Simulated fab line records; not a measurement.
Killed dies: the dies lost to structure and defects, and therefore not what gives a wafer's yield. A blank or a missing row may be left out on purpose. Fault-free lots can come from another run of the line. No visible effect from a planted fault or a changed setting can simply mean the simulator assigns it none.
Chamber matching | flow n5-finfet | N5_GATE_CUT_CMP_02 on cmp-02 has 4 sister chambers
The step polishes, stops on SiO2, t overpolish 12.7 s, target thk 0 nm. 14 wafers are shown with their chamber, then 7 later ones without.

== EACH WAFER AND ITS CHAMBER ==
wafer  | chamber | motor-current-A (A) | time-to-endpoint-s (s) | overpolish-run-s (s)
L074.1 | 0       | 9.2                 | 26.7                   | 12.693
L074.2 | 2       | 7.9                 | 25.9                   | 12.693
L074.6 | 3       | 7.8                 | 26.3                   | 12.710
L078.1 | 0       | 9.2                 | 23.8                   | 12.703
L078.2 | 3       | 8.0                 | 23.7                   | 12.690
L078.4 | 1       | 10.7                | 24.6                   | 12.700
L078.3 | 2       | 8.2                 | 26.0                   | 12.696
L078.5 | 3       | 7.9                 | 26.4                   | 12.720
L078.6 | 0       | 9.0                 | 25.5                   | 12.695
L088.1 | 3       | 7.9                 | 23.2                   | 12.690
L088.4 | 1       | 10.7                | 25.7                   | 12.699
L088.6 | 2       | 8.6                 | 23.5                   | 12.707
L088.2 | 0       | 9.1                 | 26.3                   | 12.701
L088.3 | 2       | 7.6                 | 23.2                   | 12.701

SIGNATURES, as means of the wafers listed above
reading            | chamber 0 | chamber 1 | chamber 2 | chamber 3 | scatter within a chamber
motor-current-A    | 9.125     | 10.700    | 8.075     | 7.900     | 0.244
time-to-endpoint-s | 25.575    | 25.150    | 24.650    | 24.900    | 1.45
overpolish-run-s   | 12.69800  | 12.69950  | 12.69925  | 12.70250  | 0.00925
Rule: a wafer lies at a distance from a chamber equal to the root of the sum of squares, over the readings, of (its reading less the chamber's mean, divided by the reading's scatter). If the next closest chamber is less than 2 further off than the closest, the wafer can't be placed; otherwise it belongs to the closest. The scatter: take each reading less its chamber's mean, square it, sum over the shown wafers, divide by the number of wafers less the number of chambers, and take the root.

== WAFERS WITH NO CHAMBER GIVEN ==
wafer  | motor-current-A (A) | time-to-endpoint-s (s) | overpolish-run-s (s)
L088.5 | 10.6                | 24.5                   | 12.708
L090.3 | 8.1                 | 27.2                   | 12.703
L090.5 | 8.2                 | 28.9                   | 12.696
L090.6 | 11.4                | 27.1                   | 12.688
L096.3 | 8.0                 | 25.6                   | 12.710
L096.4 | 7.9                 | 24.4                   | 12.707
L096.5 | 8.1                 | 27.9                   | 12.698

== CHAMBER TAKEN BY EACH ==
wafer  | from the rows above          | in truth
L088.5 | 1                            | 1
L090.3 | can't be placed: 3 or 2      | 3
L090.5 | can't be placed: 2 or 3 or 0 | 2
L090.6 | 1                            | 1
L096.3 | can't be placed: 3 or 2      | 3
L096.4 | can't be placed: 3 or 2      | 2
L096.5 | can't be placed: 2 or 3      | 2
Correctly placed: 2 of 7. Not placeable from these rows: 5 (in 5, the candidates include the true chamber). 0 placed wrongly.
